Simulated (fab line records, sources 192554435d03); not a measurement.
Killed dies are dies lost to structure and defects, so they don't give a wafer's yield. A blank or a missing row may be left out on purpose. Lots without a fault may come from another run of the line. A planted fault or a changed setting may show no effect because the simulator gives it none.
fab line records | flow n5_finfet
record lots=9 wafers=23 last_day=18
route steps=1938 shown DUMMY_GATE@236 SD_EPI_N@268 BEOL_M4@1111 PASSIVATION@1936
lots that met no fault: from a run of the same line without faults
start_h: hours from the record's first day to the start of the lot's first wafer shown | wait_h: hours since the lot's step before | " the same as in the row above | L1.1+2: a row that stands for several wafers | - no value, or no start given | * or withheld: withheld | < > ~ a bound
route shown NAME@n: a module of which the file shows steps, and the number in the route of the first | usual: mean/standard deviation of fault-free wafers | same: alike in all rows | chamber/n: place in a boat | sites: the reading at each site | _std_site: their standard deviation | _edge_site: outer sites' mean less inner sites' | radius_mm: how far each site lies from the wafer's centre | mask NAME#n: copy n | behind: the tool/chamber that last shaped the wafer | hold: why the lot was held/for how many hours/how that ended | device: the transistor (n, p or np) that didn't switch | end of line: the same wafers' tests at the end of the route | a step without rows: its recipe alone | killed: dies lost to structure and defects at the first sort, not the wafer's yield | map: a wafer's dies, x killed, . not, _ none there
set.NAME: the setting as run; set.NAME@STEP: as run at that earlier step | model.NAME: the simulator's own value behind a step, which no gauge read
steps of the route over a sample of lots; a table a step, a row a wafer
services: from which hour (start_h, from the record's first day; less than 0 if before it) a tool's chamber was out of use, for how many hours, and why
## steps
# step N5_DUMMY_GATE_ETCH_36
# recipe chemistry=CF4 target=SiARC target_depth_a=130 pressure_mtorr=40 source_w=545 bias_w=36 Ar_flow_sccm=100 cf4_flow_sccm=100 ion_energy_ev=80
# usual chamber_pressure_mTorr=40.00/0.061 drypump_motor_current_A=5.9/0.36 oes_product_au=0.78/0.099 rf_vpp_V=184.0/1.2 showerhead_plenum_p_Torr=2.13/0.074 throttle_valve_pct=15.65/0.24
# columns lot.wafer tool chamber start_h wait_h chamber_pressure_mTorr drypump_motor_current_A oes_product_au rf_hours_counter_h rf_vpp_V showerhead_plenum_p_Torr throttle_valve_pct
L795.2 rie_diel-06 2 64.30 0.0 40.04 5.9 0.76 98 184.3 2.24 15.26
L795.4 " 2 " " 39.92 6.0 0.77 - 186.6 2.24 15.24
L795.6 " 1 " " 39.98 5.9 0.71 - 183.4 2.04 15.80
L799.3 rie_diel-04 1 75.93 0.0 39.97 5.8 0.70 203 184.5 2.13 15.82
L799.4 " 3 " " 40.05 5.4 0.93 21 184.4 2.20 15.24
L799.6 " 3 " " 40.06 5.4 0.93 - 183.7 2.20 15.24
L800.3 rie_diel-04 1 82.28 0.0 39.96 5.8 0.70 206 183.2 2.13 15.79
L800.6 " 3 " " 39.98 5.5 0.93 - 184.7 2.20 15.24
L801.2 rie_diel-02 3 87.08 0.0 39.99 5.9 0.95 6 185.0 2.20 15.45
L801.3 " 1 " " 39.98 5.9 0.77 119 183.7 2.15 15.74
L802.1 rie_diel-06 0 93.00 0.0 40.06 5.9 0.97 3 184.7 2.21 15.21
L809.2 rie_diel-06 2 139.77 0.0 40.01 5.9 0.74 121 185.2 2.23 15.29
L809.3 " 0 " " 40.01 5.9 0.94 17 183.9 2.20 15.23
L809.4 " 1 " " 39.96 6.0 0.69 239 183.2 2.03 15.85
L811.3 rie_diel-06 2 151.49 0.0 40.04 5.9 0.74 124 186.0 2.23 15.30
L811.5 " 1 " " 39.99 5.9 0.69 - 181.2 2.03 15.88
L811.6 " 0 " " 40.03 5.9 0.93 - 185.0 2.20 15.24
L814.1 rie_diel-04 1 166.10 0.0 40.02 5.8 0.67 237 182.5 2.12 15.88
L814.2 " 0 " " 39.98 6.3 0.67 249 183.3 2.02 15.93
L814.5 " 1 " " 39.95 5.8 0.67 - 183.4 2.12 15.89
L816.2 rie_diel-06 1 177.94 0.0 39.99 5.9 0.69 249 181.5 2.03 15.88
L816.3 " 0 " " 40.07 5.9 0.91 27 184.2 2.20 15.28
L816.4 " 2 " " 40.00 5.9 0.74 132 183.2 2.23 15.31
# step N5_DUMMY_GATE_HM_OPEN_21
# recipe chemistry=CH3F/O2 target=SiNx target_depth_a=1200 Ar_flow_sccm=150 CH3F_flow_sccm=30 O2_flow_sccm=23 time_s=171.4 pressure_mtorr=30 source_w=395 bias_w=73 ion_energy_ev=120.7
# usual chamber_pressure_mTorr=29.999/0.024 drypump_motor_current_A=5.9/0.36 oes_product_au=0.79/0.098 rf_vpp_V=300/4.7 showerhead_plenum_p_Torr=2.02/0.074 throttle_valve_pct=16.49/0.22
# same time_s=171.4
# columns lot.wafer tool chamber start_h wait_h chamber_pressure_mTorr drypump_motor_current_A oes_product_au rf_hours_counter_h rf_vpp_V showerhead_plenum_p_Torr throttle_valve_pct
L795.2 rie_diel-02 1 64.71 0.0 30.002 5.9 0.79 110 303 2.03 16.61
L795.4 " 2 " " 29.988 5.2 0.66 - 304 2.08 16.75
L795.6 " 1 " " 30.055 5.9 0.78 - 303 2.03 16.57
L799.3 rie_diel-06 3 76.52 0.0 29.970 5.8 0.88 38 303 1.98 16.70
L799.4 " 3 " " 30.020 5.8 0.89 - 304 1.98 16.71
L799.6 " 1 " " 29.994 5.9 0.70 - 300 1.91 16.62
L800.3 rie_diel-02 3 82.68 0.0 29.994 5.9 0.95 5 287 2.08 16.34
L800.6 " 0 " " 29.967 6.6 0.71 - 301 1.92 16.53
L801.2 rie_diel-04 0 87.49 0.0 29.997 6.3 0.70 219 305 1.92 16.76
L801.3 " 1 " " 29.979 5.8 0.70 207 291 2.01 16.68
L802.1 rie_diel-02 0 93.41 0.0 29.988 6.5 0.71 195 299 1.92 16.56
L809.2 rie_diel-02 1 140.20 0.0 29.974 5.9 0.74 135 304 2.02 16.66
L809.3 " 3 " " 30.045 5.9 0.90 23 290 2.08 16.37
L809.4 " 2 " " 29.997 5.2 0.93 13 303 2.07 16.36
L811.3 rie_diel-06 0 151.89 0.0 30.009 5.9 0.92 20 299 2.08 16.11
L811.5 " 1 " " 29.999 6.0 0.69 - 298 1.90 16.65
L811.6 " 2 " " 30.016 6.0 0.74 - 300 2.11 16.15
L814.1 rie_diel-04 1 166.50 0.0 29.985 5.8 0.68 237 292 2.00 16.74
L814.2 " 3 " " 30.008 5.4 0.87 54 300 2.07 16.20
L814.5 " 0 " " 30.039 6.3 0.68 - 306 1.91 16.82
L816.2 rie_diel-02 1 178.35 0.0 30.023 5.9 0.75 149 302 2.02 16.68
L816.3 " 3 " " 29.999 5.9 0.90 35 288 2.07 16.41
L816.4 " 0 " " 29.958 6.5 0.70 222 299 1.91 16.62
# step N5_DUMMY_GATE_ETCH_42
# recipe chemistry=CHF3/O2 target=SiO2 target_depth_a=35 time_s=31 ion_energy_ev=30 bias_w=12 pressure_mtorr=30 source_w=600 Ar_flow_sccm=200 CHF3_flow_sccm=50 O2_flow_sccm=5
# usual CHF3_flow_sccm=50.00/0.15 chamber_pressure_mTorr=30.000/0.027 drypump_motor_current_A=5.9/0.38 oes_product_au=0.79/0.1 rf_vpp_V=42.5/0.97 showerhead_plenum_p_Torr=2.40/0.08 throttle_valve_pct=18.83/0.23
# same time_s=31
# columns lot.wafer tool chamber start_h wait_h CHF3_flow_sccm chamber_pressure_mTorr drypump_motor_current_A oes_product_au rf_hours_counter_h rf_vpp_V showerhead_plenum_p_Torr throttle_valve_pct
L795.2 rie_diel-02 2 65.21 0.1 49.85 29.979 5.2 0.66 252 44.1 2.47 19.04
L795.4 " 1 " " 49.94 30.044 5.9 0.78 - 41.9 2.42 18.94
L795.6 " 2 " " 49.88 29.975 5.2 0.66 - 42.7 2.47 19.03
L799.3 rie_diel-02 1 77.07 0.2 49.96 30.034 5.9 0.77 115 43.2 2.42 18.94
L799.4 " 1 " " 50.06 29.956 5.9 0.77 - 43.7 2.42 18.92
L799.6 " 3 " " 50.02 29.978 5.9 0.98 - 41.6 2.48 18.68
L800.3 rie_diel-06 2 83.26 0.2 50.00 29.982 6.0 0.77 105 42.8 2.51 18.41
L800.6 " 0 " " 50.20 29.968 5.9 0.99 - 42.9 2.48 18.39
L801.2 rie_diel-02 0 87.90 0.0 49.92 30.040 6.6 0.73 193 42.7 2.30 18.90
L801.3 " 1 " " 50.05 30.000 5.9 0.76 120 43.3 2.42 18.95
L802.1 rie_diel-06 0 93.82 0.0 49.90 30.047 5.9 0.97 3 45.2 2.48 18.39
L809.2 rie_diel-02 2 140.60 0.0 50.04 30.021 5.3 0.93 13 43.0 2.46 18.66
L809.3 " 1 " " 50.10 29.954 5.9 0.75 136 42.8 2.41 18.97
L809.4 " 0 " " 49.93 30.024 6.5 0.71 209 42.0 2.30 18.93
L811.3 rie_diel-04 3 152.30 0.0 49.85 29.994 5.4 0.87 50 43.4 2.46 18.50
L811.5 " 1 " " 50.27 30.001 5.8 0.68 - 42.1 2.39 19.04
L811.6 " 3 " " 50.13 29.984 5.4 0.87 - 41.6 2.46 18.51
L814.1 rie_diel-02 0 166.91 0.0 50.02 29.968 6.6 0.71 218 41.9 2.29 18.93
L814.2 " 1 " " 49.78 30.022 5.9 0.75 144 42.4 2.41 18.98
L814.5 " 0 " " 49.94 30.014 6.6 0.71 - 41.7 2.29 18.93
L816.2 rie_diel-02 1 178.75 0.0 50.19 30.000 5.9 0.74 149 42.7 2.41 19.01
L816.3 " 0 " " 49.95 29.996 6.5 0.69 222 43.6 2.29 18.94
L816.4 " 2 " " 49.99 30.021 5.3 0.91 22 43.3 2.46 18.71
# step N5_SD_EPI_N_PEB_07
# recipe peb_temp_c=110 peb_time_s=60 resist=CAR-ArF-block
# usual heater_power_total_W=175.5/1.6 plate_temp_C=110.01/0.15
# columns lot.wafer tool chamber start_h wait_h heater_power_total_W plate_temp_C
L795.2 litho_track-02 0 66.38 0.0 175.4 110.14
L795.4 " 0 " " 174.4 110.04
L795.6 " 0 " " 173.0 110.03
L799.3 litho_track-03 0 78.23 0.0 175.8 110.02
L799.4 " 0 " " 177.5 110.12
L799.6 " 0 " " 176.7 110.07
L800.3 litho_track-03 0 84.44 0.0 172.5 109.41
L800.6 " 0 " " 175.7 109.29
L801.2 litho_track-03 0 89.08 0.0 176.0 109.32
L801.3 " 0 " " 176.3 109.18
L802.1 litho_track-03 0 97.00 0.1 172.7 109.36
L809.2 litho_track-01 0 141.65 0.0 175.9 110.20
L809.3 " 0 " " 175.9 110.10
L809.4 " 0 " " 175.6 110.07
L811.3 litho_track-01 0 153.51 0.0 173.0 110.03
L811.5 " 0 " " 176.3 109.97
L811.6 " 0 " " 174.4 109.95
L814.1 litho_track-03 0 168.85 0.1 172.9 110.13
L814.2 " 0 " " 176.8 110.03
L814.5 " 0 " " 176.3 110.04
L816.2 litho_track-03 0 180.55 0.0 176.0 109.76
L816.3 " 0 " " 177.0 109.97
L816.4 " 0 " " 176.0 109.97
# step N5_SD_EPI_N_CD_MEAS_09
# recipe target_cd_nm=120 landing_energy_ev=500 detector=se_inlens
# usual cd_nm=120.0/0.57
# columns lot.wafer tool chamber start_h wait_h cd_nm
L795.2 cd_sem-01 0 66.45 - 121.0
L795.4 " 0 " " 120.8
L795.6 " 0 " " 120.3
L799.3 cd_sem-02 0 78.30 - 120.3
L799.4 " 0 " " 119.8
L799.6 " 0 " " 119.0
L800.3 cd_sem-01 0 84.51 - 117.9
L800.6 " 0 " " 118.2
L801.2 cd_sem-02 0 89.15 - 117.7
L801.3 " 0 " " 117.4
L802.1 cd_sem-01 0 97.07 - 119.2
L809.2 cd_sem-03 0 141.72 - 120.5
L809.3 " 0 " " 120.0
L809.4 " 0 " " 120.1
L811.3 cd_sem-02 0 153.57 - 119.3
L811.5 " 0 " " 120.2
L811.6 " 0 " " 119.4
L814.1 cd_sem-01 0 168.92 - 119.8
L814.2 " 0 " " 120.4
L814.5 " 0 " " 119.5
L816.2 cd_sem-01 0 180.62 - 120.4
L816.3 " 0 " " 119.9
L816.4 " 0 " " 120.7
# step N5_BEOL_M4_RC_MEAS_101
# usual DIBL_N=37.1/1.8 DIBL_P=37.2/2.1 IOFF_N=0.17/0.033 IOFF_P=0.22/0.037 ION_N=680/11 ION_P=464/7.7 SS_N=71.7/0.63 SS_P=73.6/0.67 VT_N=248.9/2.9 VT_P=-251/3.6
# columns lot.wafer tool chamber start_h wait_h DIBL_N[mV/V] DIBL_P[mV/V] IOFF_N[nA/um] IOFF_P[nA/um] ION_N[uA/um] ION_P[uA/um] SS_N[mV/dec] SS_P[mV/dec] VT_N[mV] VT_P[mV]
L795.2 prober-02 0 193.68 0.2 37.2 37.9 0.19 0.27 674 466 71.7 73.9 244.5 -245
L795.4 " 0 " " 34.4 34.7 0.15 0.20 675 464 72.2 72.8 250.0 -248
L795.6 " 0 " " 36.1 36.9 0.16 0.24 679 473 72.1 74.3 250.0 -245
L800.3 prober-02 0 211.58 0.3 37.9 38.5 0.18 0.22 684 464 72.4 74.1 248.7 -253
L800.6 " 0 " " 38.8 38.1 0.19 0.21 681 463 71.7 74.2 249.6 -253
L801.2 prober-01 0 216.16 0.2 38.2 39.4 0.22 0.31 697 481 72.4 74.2 245.5 -244
L801.3 " 0 " " 38.0 37.8 0.20 0.29 686 479 72.1 73.6 245.1 -243
L799.3 prober-02 0 216.44 0.3 37.3 37.8 0.18 0.23 690 467 71.9 74.0 246.8 -249
L799.4 " 0 " " 39.4 38.5 0.21 0.24 693 462 72.3 74.5 245.6 -248
L799.6 " 0 " " 37.5 36.9 0.18 0.22 689 468 71.6 73.8 246.4 -249
L802.1 prober-01 0 219.82 0.0 37.7 37.9 0.15 0.19 665 458 71.3 74.0 251.8 -255
L809.2 prober-02 0 281.90 0.2 38.3 39.1 0.20 0.21 682 458 72.4 73.3 247.9 -251
L809.3 " 0 " " 40.4 40.5 0.23 0.25 686 463 72.7 74.5 246.6 -248
L809.4 " 0 " " 36.9 39.4 0.18 0.22 683 467 71.5 73.8 246.6 -250
L811.3 prober-01 0 286.01 0.3 36.6 36.0 0.15 0.20 673 461 71.4 73.1 251.9 -249
L811.5 " 0 " " 35.4 34.3 0.13 0.18 687 472 71.3 73.1 251.6 -252
L811.6 " 0 " " 39.7 38.6 0.21 0.24 671 455 72.8 73.6 248.7 -250
L814.1 prober-02 0 313.82 0.0 35.7 35.8 0.15 0.21 669 465 71.6 73.1 250.2 -251
L814.2 " 0 " " 35.8 34.0 0.15 0.19 673 461 72.0 72.5 251.8 -252
L814.5 " 0 " " 37.6 37.0 0.17 0.22 674 468 72.0 73.2 251.1 -249
L816.2 prober-02 0 322.86 0.2 39.5 39.0 0.18 0.24 664 463 71.9 73.9 249.3 -248
L816.3 " 0 " " 40.7 38.9 0.21 0.24 678 461 73.2 74.5 247.9 -247
L816.4 " 0 " " 37.4 35.8 0.16 0.20 680 461 71.3 73.8 250.8 -250
# step N5_PASSIVATION_PROBE_49
# usual defect_limited_yield=91.7/1.5 killed_at_M0_to_M3=32/10 killed_at_M4_up=14/5.3 killed_at_contacts=13/5.7 killed_at_front_end=37/10 killed_at_other=3.3/2.5 killed_dies=98/18 killed_open=65/13 killed_short=31/7.5 sort_bin_5_function=4.9/0.91 sort_bin_6_memory=3.1/0.71 sort_n_pass=1082/18 sort_yield_pct=91.7/1.5
# same gross_dies=1180 killed_at_back_side=0 sort_bin_4_leakage[%]=0 sort_bin_8_speed[%]=0
# columns lot.wafer tool chamber start_h wait_h defect_limited_yield[%] killed_at_M0_to_M3 killed_at_M4_up killed_at_contacts killed_at_front_end killed_at_other killed_dies killed_open killed_short sort_bin_5_function[%] sort_bin_6_memory[%] sort_n_pass sort_yield_pct[%]
L801.2 prober-02 - 331.64 0.1 88.9 52 31 7 36 5 131 85 46 6.8 3.8 1049 88.9
L801.3 prober-02 - 331.69 0.1 89.8 40 12 17 46 5 120 81 39 6.0 3.9 1060 89.8
L809.3 prober-01 - 386.65 0.1 91.1 45 14 9 32 5 105 64 36 5.9 2.5 1075 91.1
L811.5 prober-02 - 394.47 0.2 90.9 37 20 15 29 6 107 63 38 5.0 3.7 1073 90.9
L811.6 prober-02 - 394.52 0.3 90.8 37 9 11 50 1 108 76 32 5.7 3.2 1072 90.8
# killed by level:class
L801.2 BEOL_M0_SAQP:geometric_particle:short=17 BEOL_M1:geometric_particle:open=10 BEOL_M4:geometric_particle:open=10 BEOL_M0_SAQP:geometric_particle:open=9 MOL_CONTACT_COAG:geometric_particle:open=7 BEOL_M3:geometric_particle:open=7 BEOL_M5:geometric_particle:open=6 STARTING-WAFER:geometric_particle:open=6
L801.3 MOL_CONTACT_COAG:geometric_particle:open=14 BEOL_M0_SAQP:geometric_particle:short=13 BEOL_M2:geometric_particle:open=9 FIN_SAQP:geometric_particle:open=8 STI_FIN_REVEAL:geometric_particle:open=8 DUMMY_GATE:geometric_particle:open=8 BEOL_M1:geometric_particle:open=6 BEOL_M4:geometric_particle:open=6
L809.3 BEOL_M2:geometric_particle:open=12 BEOL_M0_SAQP:geometric_particle:short=8 MOL_CONTACT_COAG:geometric_particle:open=8 FIN_SAQP:geometric_particle:short=7 DUMMY_GATE:geometric_particle:open=6 BEOL_M0_SAQP:geometric_particle:open=6 BEOL_M1:geometric_particle:open=5 GATE_CUT:geometric_particle:short=4
L811.5 MOL_CONTACT_COAG:geometric_particle:open=12 BEOL_M0_SAQP:geometric_particle:short=11 BEOL_M0_SAQP:geometric_particle:open=9 BEOL_M1:geometric_particle:open=6 BEOL_M5:geometric_particle:open=6 DUMMY_GATE:geometric_particle:open=5 GATE_CUT:geometric_particle:short=5 BEOL_M4:geometric_particle:open=5
L811.6 STI_FIN_REVEAL:geometric_particle:open=15 FIN_SAQP:geometric_particle:open=12 FIN_SAQP:geometric_particle:short=9 MOL_CONTACT_COAG:geometric_particle:open=7 BEOL_M1:geometric_particle:open=7 BEOL_M2:geometric_particle:open=7 BEOL_M0_SAQP:geometric_particle:short=6 BEOL_M3:geometric_particle:open=6
## services
# columns tool chamber start_h hours kind
rie_diel-02 0 50.13 6.4 repair
rie_diel-02 2 52.59 7.0 repair
rie_diel-02 3 59.63 - clean
rie_diel-02 3 59.63 - consumable_replace:focus_ring
rie_diel-02 3 59.63 14.3 scheduled_down
rie_diel-02 3 59.63 14.3 vent_cycle
rie_diel-06 0 60.17 - clean
rie_diel-06 0 60.17 - consumable_replace:focus_ring
rie_diel-06 0 60.17 19.7 scheduled_down
rie_diel-06 0 60.17 19.7 vent_cycle
rie_diel-02 2 73.95 - clean
rie_diel-02 2 73.95 - consumable_replace:focus_ring
rie_diel-02 2 73.95 23.0 scheduled_down
rie_diel-02 2 73.95 23.0 vent_cycle
rie_diel-06 - 75.17 0.9 repair
rie_diel-04 2 96.92 132.0 repair
rie_diel-02 2 161.44 8.3 repair
rie_diel-06 1 180.43 - clean
rie_diel-06 1 180.43 - consumable_replace:focus_ring
rie_diel-06 1 180.43 - consumable_replace:showerhead
rie_diel-06 1 180.43 19.7 scheduled_down
rie_diel-06 1 180.43 19.7 vent_cycle
## key
first_sign step=N5_SD_EPI_N_PEB_07 reading=plate_temp_C direction=down sigmas=4.8 usual=* struck=*
effect step=N5_SD_EPI_N_CD_MEAS_09 reading=cd_nm direction=down sigmas=3.3 usual=120.0 struck=118.1 through=control_loop
met_at N5_SD_EPI_N_PEB_07
struck_lots L800,L801,L802
loop_trim step=N5_SD_EPI_N_EXPOSE_06 setting=dose lots=L802
not_acting_at N5_DUMMY_GATE_ETCH_36,N5_DUMMY_GATE_HM_OPEN_21,N5_DUMMY_GATE_ETCH_42
onset_between 78.23 84.44
fault kind=process_parameter_drift tool=litho_track-03 chamber=- onset_h=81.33 steps=N5_SD_EPI_N_PEB_07 channel=peb_temp_c offset=* shape=step end_h=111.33 acts_in=* stated=*
# loop_trim: a control loop set the setting to another value than it would have without faults
